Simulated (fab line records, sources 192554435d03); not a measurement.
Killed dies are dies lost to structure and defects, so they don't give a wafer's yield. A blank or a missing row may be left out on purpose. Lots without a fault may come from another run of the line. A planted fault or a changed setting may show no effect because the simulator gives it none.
Which tool did it? | flow n5_finfet | 11 lots, 33 wafers sampled, at 5 steps of a route of 1938

WHAT THE GAUGES READ, wafer by wafer
N5_BEOL_M6_THK_MEAS_01.
lot  | measured     | on            | M6_ILD_THK (nm)
L612 | day 9 06:38  | film_metro-01 | 149.8 151.5 153.0
L615 | day 10 05:11 | film_metro-01 | 155.1 157.8 155.9
L619 | day 11 01:55 | film_metro-01 | 154.4 155.9 159.5
L621 | day 11 11:42 | film_metro-01 | 152.8 150.9 155.0
L620 | day 11 13:49 | film_metro-01 | 163.0 163.2 164.4
L622 | day 11 21:39 | film_metro-02 | 161.1 161.4 164.0
L623 | day 11 22:31 | film_metro-01 | 162.6 165.1 164.0
L627 | day 12 14:55 | film_metro-02 | 153.6 152.5 153.4
L625 | day 12 22:06 | film_metro-02 | 152.6 152.7 153.3
L631 | day 14 01:59 | film_metro-01 | 150.9 153.0 153.1
L632 | day 14 12:24 | film_metro-02 | 154.1 158.5 156.0

WHICH TOOL RAN EACH LOT (tool, then ch and the chambers of the sampled wafers, then the start)
lot  | N5_BEOL_M5_PRE_CLEAN_45      | N5_BEOL_M5_SURFACE_TREAT_87  | N5_BEOL_M5_SPUTTER_83        | N5_BEOL_M6_ILD_DEP_00
L612 | pvd_sputter-02, day 8 23:20  | pvd_sputter-01, day 8 23:45  | pvd_sputter-03, day 9 02:46  | pecvd-03 ch 0,2, day 9 06:03
L615 | pvd_sputter-02, day 9 20:35  | pvd_sputter-01, day 9 21:13  | pvd_sputter-03, day 10 01:20 | pecvd-02 ch 0,1, day 10 04:37
L619 | pvd_sputter-02, day 10 18:19 | pvd_sputter-01, day 10 18:37 | pvd_sputter-02, day 10 21:05 | pecvd-02 ch 0,1,2, day 11 01:20
L621 | pvd_sputter-02, day 11 04:34 | pvd_sputter-01, day 11 04:56 | pvd_sputter-01, day 11 07:21 | pecvd-03 ch 1,2, day 11 10:38
L620 | pvd_sputter-03, day 11 05:31 | pvd_sputter-03, day 11 05:50 | pvd_sputter-02, day 11 09:57 | pecvd-02 ch 0,2, day 11 13:15
L622 | pvd_sputter-02, day 11 13:40 | pvd_sputter-02, day 11 14:03 | pvd_sputter-01, day 11 17:47 | pecvd-02 ch 0,2, day 11 21:05
L623 | pvd_sputter-01, day 11 13:41 | pvd_sputter-02, day 11 14:05 | pvd_sputter-02, day 11 18:08 | pecvd-02 ch 0,1, day 11 21:27
L627 | pvd_sputter-03, day 12 08:02 | pvd_sputter-03, day 12 08:31 | pvd_sputter-01, day 12 11:02 | pecvd-03 ch 0,1, day 12 14:20
L625 | pvd_sputter-01, day 12 13:49 | pvd_sputter-01, day 12 14:19 | pvd_sputter-02, day 12 18:12 | pecvd-03 ch 1,2, day 12 21:31
L631 | pvd_sputter-03, day 13 18:43 | pvd_sputter-03, day 13 19:02 | pvd_sputter-03, day 13 21:43 | pecvd-04 ch 0,2, day 14 01:24
L632 | pvd_sputter-02, day 14 04:37 | pvd_sputter-01, day 14 04:58 | pvd_sputter-02, day 14 07:31 | pecvd-03 ch 1,2, day 14 11:49
- N5_BEOL_M5_PRE_CLEAN_45: time 30 s.
- N5_BEOL_M5_SURFACE_TREAT_87
- N5_BEOL_M5_SPUTTER_83: material Cu, target thk 15 nm, time 27.62 s.
- N5_BEOL_M6_ILD_DEP_00: deposits SiCOH lowk from DEMS/porogen, target thk 179.75 nm, time 33.4 s.

WHAT THE TOOLS THEMSELVES READ (means of the sampled wafers that have a number; where no wafer has one, the mark that the record gives instead)
N5_BEOL_M5_PRE_CLEAN_45.
lot  | tool           | heater_power_w (W)
L612 | pvd_sputter-02 | 325
L615 | pvd_sputter-02 | 336
L619 | pvd_sputter-02 | 323
L621 | pvd_sputter-02 | 312
L620 | pvd_sputter-03 | 304
L622 | pvd_sputter-02 | 309
L623 | pvd_sputter-01 | 386
L627 | pvd_sputter-03 | 322
L625 | pvd_sputter-01 | 359
L631 | pvd_sputter-03 | 319
L632 | pvd_sputter-02 | 312

N5_BEOL_M5_SPUTTER_83.
lot  | tool           | chuck_sensor_temp_C (C) | throttle_valve_pct (%)
L612 | pvd_sputter-03 | -16.3                   | 29.7
L615 | pvd_sputter-03 | -16.2                   | 30.6
L619 | pvd_sputter-02 | -15.9                   | 30.1
L621 | pvd_sputter-01 | -16.1                   | 30.4
L620 | pvd_sputter-02 | -15.7                   | 29.0
L622 | pvd_sputter-01 | -16.3                   | 30.6
L623 | pvd_sputter-02 | -16.1                   | 29.7
L627 | pvd_sputter-01 | -16.3                   | 30.5
L625 | pvd_sputter-02 | -15.8                   | 29.3
L631 | pvd_sputter-03 | -15.9                   | 31.1
L632 | pvd_sputter-02 | -15.8                   | 29.1

N5_BEOL_M6_ILD_DEP_00.
lot  | tool     | heater_power_w (W) | rf_fwd_power_W (W) | showerhead_plenum_p_Torr (Torr) | throttle_valve_pct (%)
L612 | pecvd-03 | 249                | 495.6              | 5.732                           | 13.3
L615 | pecvd-02 | 341                | 495.0              | 5.726                           | 13.2
L619 | pecvd-02 | 372                | 494.6              | 5.738                           | 13.4
L621 | pecvd-03 | 298                | 496.1              | 5.767                           | 13.8
L620 | pecvd-02 | 342                | 494.2              | 5.753                           | 13.4
L622 | pecvd-02 | 372                | 495.4              | 5.739                           | 13.3
L623 | pecvd-02 | 348                | 495.1              | 5.735                           | 13.3
L627 | pecvd-03 | 376                | 493.4              | 5.747                           | 13.8
L625 | pecvd-03 | 323                | 495.1              | 5.758                           | 13.7
L631 | pecvd-04 | 321                | 497.6              | 5.753                           | 14.0
L632 | pecvd-03 | 298                | 494.3              | 5.742                           | 13.5

THE ANSWER, worked out from the rows above alone
Rule: what is usual is taken from the lots themselves. Put in order of their means at a reading, lots are off if they are a third of the lots or fewer, leave a main group of 4 or more, and stand apart from it by a gap of 3 or more times the standard deviation of the main group's means; of several such gaps the widest counts. A main group whose means are all the same, to the digits that the tables above print for the reading, isn't used. A lot without any number at a reading at which 4 lots or more have one is off too. The other lots that the step has rows for count as sound. The gauges are gone through in route order, then the tools' own readings, and for those a lot's mean is taken as printed above. The first step at which some lot is off is used, and at that step the reading that is off furthest; a lot without a number counts as furthest.
No lot is off at any reading shown: from this, nothing can be told.

WHAT THE SIMULATOR HAD PUT IN
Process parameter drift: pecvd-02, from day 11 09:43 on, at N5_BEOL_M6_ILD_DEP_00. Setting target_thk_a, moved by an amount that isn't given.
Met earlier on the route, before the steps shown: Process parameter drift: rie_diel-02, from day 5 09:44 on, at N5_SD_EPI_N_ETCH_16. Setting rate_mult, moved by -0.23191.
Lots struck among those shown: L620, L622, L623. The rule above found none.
